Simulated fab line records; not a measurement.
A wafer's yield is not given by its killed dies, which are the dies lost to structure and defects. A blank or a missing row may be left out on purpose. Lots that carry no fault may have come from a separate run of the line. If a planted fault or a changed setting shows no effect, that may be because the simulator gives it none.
2 desks looking at one fault + flow nand-harc + only its own numbers are on each desk; what lay behind them is given at the end

## FOR THE TOOL OWNER'S DESK: ecd-cu-02
The tool's own readings at NHARC_A_BONDPAD_ECD_18 (material Cu, target thk 400 nm): means of the sampled wafers that have a number, for each lot that ran on this tool. A lot is out of limits, marked OUT, if its mean lies more than 4 standard deviations from the usual mean; the brackets give that distance.
Columns: A = bath-heat-duty-pct at NHARC_A_BONDPAD_ECD_18, usual 5.8 %
| lot  | first seen here | A   |
|------|-----------------|-----|
| L708 | day 24 02:07    | 6.5 |
| L709 | day 24 20:23    | 5.5 |
| L713 | day 27 18:02    | 5.6 |
| L710 | day 27 21:26    | 5.6 |
| L716 | day 28 05:34    | 6.0 |
| L725 | day 31 09:41    | 5.5 |
| L726 | day 31 10:13    | 5.4 |
| L729 | day 34 07:35    | 5.5 |
Result from this desk: across the 8 lots, nothing is out of limits.

## METROLOGY DESK
Means of the sampled wafers that have a number, per lot and without regard to the tool the lot ran on: this is what the gauges read. A lot is out of limits, marked OUT, if its mean lies more than 4 standard deviations from the usual mean; the brackets give that distance.
Columns: A = overlay-x-nm at NHARC_HYBRID_BOND_OVL_MEAS_05, usual 5 nm; B = overlay-y-nm at NHARC_HYBRID_BOND_OVL_MEAS_05, usual -1 nm; C = cd-nm at NHARC_THIN_TSV_CD_MEAS_16, usual 999.6 nm
| lot  | first seen here | A   | B   | C      |
|------|-----------------|-----|-----|--------|
| L707 | day 24 00:17    | -3  | 6   | 998.6  |
| L706 | day 24 07:34    | 48  | 5   | 1002.5 |
| L708 | day 24 13:23    | -1  | -4  | 999.6  |
| L709 | day 25 08:28    | 7   | 32  | 998.1  |
| L714 | day 27 19:23    | 8   | 12  | 997.3  |
| L713 | day 28 04:48    | 27  | -32 | 1000.5 |
| L710 | day 28 04:50    | -2  | 34  | 999.1  |
| L716 | day 28 18:54    | -32 | -24 | 998.5  |
| L715 | day 29 21:23    | 15  | -25 | 998.4  |
| L722 | day 30 15:22    | -5  | 10  | 998.7  |
| L725 | day 31 21:40    | 13  | -8  | 999.3  |
| L726 | day 31 21:40    | -16 | 37  | 1001.5 |
| L729 | day 34 21:40    | 3   | 7   | 1000.4 |
Result from this desk: across the 13 lots, nothing is out of limits.

## BROUGHT TOGETHER
Nothing out of limits was seen by the tool owner's desk.
At the metrology desk, nothing out of limits was observed.

## WHAT THE SIMULATOR HAD INSERTED
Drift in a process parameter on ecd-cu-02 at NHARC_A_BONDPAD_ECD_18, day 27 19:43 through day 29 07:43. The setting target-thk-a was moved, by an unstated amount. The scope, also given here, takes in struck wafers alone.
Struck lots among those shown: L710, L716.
